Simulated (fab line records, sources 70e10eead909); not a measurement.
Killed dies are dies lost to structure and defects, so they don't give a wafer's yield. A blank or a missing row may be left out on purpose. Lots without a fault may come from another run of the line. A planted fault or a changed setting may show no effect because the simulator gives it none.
A struck lot beside a sound one | flow nand_harc | 18 steps out of a route of 1302
Sound: wafers L553.1, L553.2, L553.5. Struck: wafers L563.2, L563.3, L563.4. The cause comes at the end.
At each step with rows: each side's tool, then ch and its chambers, then its first start. Under that, the readings that differ: sound wafers | struck wafers | difference of the means | sigmas: that difference in standard deviations of wafers without a fault.
alike: readings whose means differ by less than 2 such deviations, and words and numbers that are the same on both sides. not compared: withheld readings, readings that some wafer has no value for, bounds like >300 that may hide the same value, and numbers for which the record gives no deviation and whose values overlap.
The two part at a step that has a row with sigmas, a row that says differs or no value, or rows on one side only. Numbers that don't overlap but have no deviation are shown without sigmas and don't part them. A reading that every wafer of one side lacks parts them only if that side has two wafers or more.

NHARC_P_GATE_CD_MEAS_46: target cd 720 nm.
  sound on cd_sem-01 ch 0, day 5 10:13; struck on cd_sem-03 ch 0, day 9 14:19
  alike: cd_nm
then, 1 step without rows for these wafers: NHARC_P_GATE_HARDBAKE_47 (time 80 s).
NHARC_P_GATE_DESCUM_48: chemistry O2, time 3 s.
  sound on rie_diel-06 ch 0,2,3, day 5 10:24; struck on rie_diel-03 ch 0,1,3, day 9 14:29
  alike: drypump_motor_current_A, oes_product_au, rf_vpp_V, showerhead_plenum_p_Torr, throttle_valve_pct
  not compared: rf_hours_counter_h
then, 1 step without rows for these wafers: NHARC_P_GATE_IMPLANT_49.
NHARC_P_GATE_STRIP_111: strips in N2/H2, time 250 s.
  sound on plasma_asher-02 ch 0,1, day 5 10:45; struck on plasma_asher-01 ch 0,1, day 9 14:51
  reading            | sound    | struck   | difference | sigmas
  heater_power_w (W) | 83 88 87 | 95 96 92 | +8         | +2
  alike: drypump_motor_current_A
  not compared: rf_hours_counter_h
NHARC_P_GATE_STRIP_75: strips in O2.
  sound on plasma_asher-02 ch 0,1, day 5 11:03; struck on plasma_asher-01 ch 0,1, day 9 15:10
  reading            | sound       | struck      | difference | sigmas
  heater_power_w (W) | 313 326 328 | 354 364 342 | +31        | +2
  alike: drypump_motor_current_A
  not compared: rf_hours_counter_h
then, 6 steps without rows for these wafers: NHARC_P_GATE_STRIP_50 (strips in SPM, time 900 s); NHARC_P_GATE_DEHYDRATE_51 (time 120 s); NHARC_P_GATE_HMDS_52 (time 30 s); NHARC_P_GATE_COAT_53; NHARC_P_GATE_SOFTBAKE_54 (time 95 s); NHARC_P_GATE_EBR_55.
NHARC_P_GATE_EXPOSE_56: exposes mask P PSD, target cd 720 nm.
  sound on krf_scanner-01 ch 0, day 5 11:49; struck on krf_scanner-01 ch 0, day 9 15:49
  reading | sound                   | struck                           | difference | sigmas
  mask    | P_PSD#0 P_PSD#0 P_PSD#0 | P_PSD_R1#0 P_PSD_R1#0 P_PSD_R1#0 | differs    |
then, 2 steps without rows for these wafers: NHARC_P_GATE_PEB_57 (peb time 85 s); NHARC_P_GATE_DEVELOP_58 (time 70 s).
NHARC_P_GATE_CD_MEAS_59: target cd 720 nm.
  sound on cd_sem-02 ch 0, day 5 11:58; struck on cd_sem-03 ch 0, day 9 15:58
  reading    | sound             | struck            | difference | sigmas
  cd_nm (nm) | 719.6 721.8 721.0 | 716.1 713.0 714.0 | -6.4       | -5
then, 1 step without rows for these wafers: NHARC_P_GATE_HARDBAKE_60 (time 80 s).
-- the record jumps here: 18 days lie between the struck wafers' starts before and after (it left off in module P_GATE and takes up again in module END, whose first step shown is number 1302 of the route) --
NHARC_END_SORT_01:
  the record has rows for the struck wafers here (prober-02 ch 0, day 28 01:23) and none for the sound ones

WHERE THEY PART
First at NHARC_P_GATE_STRIP_111; last, within this record, at NHARC_END_SORT_01.

WHY: what the simulator had put in
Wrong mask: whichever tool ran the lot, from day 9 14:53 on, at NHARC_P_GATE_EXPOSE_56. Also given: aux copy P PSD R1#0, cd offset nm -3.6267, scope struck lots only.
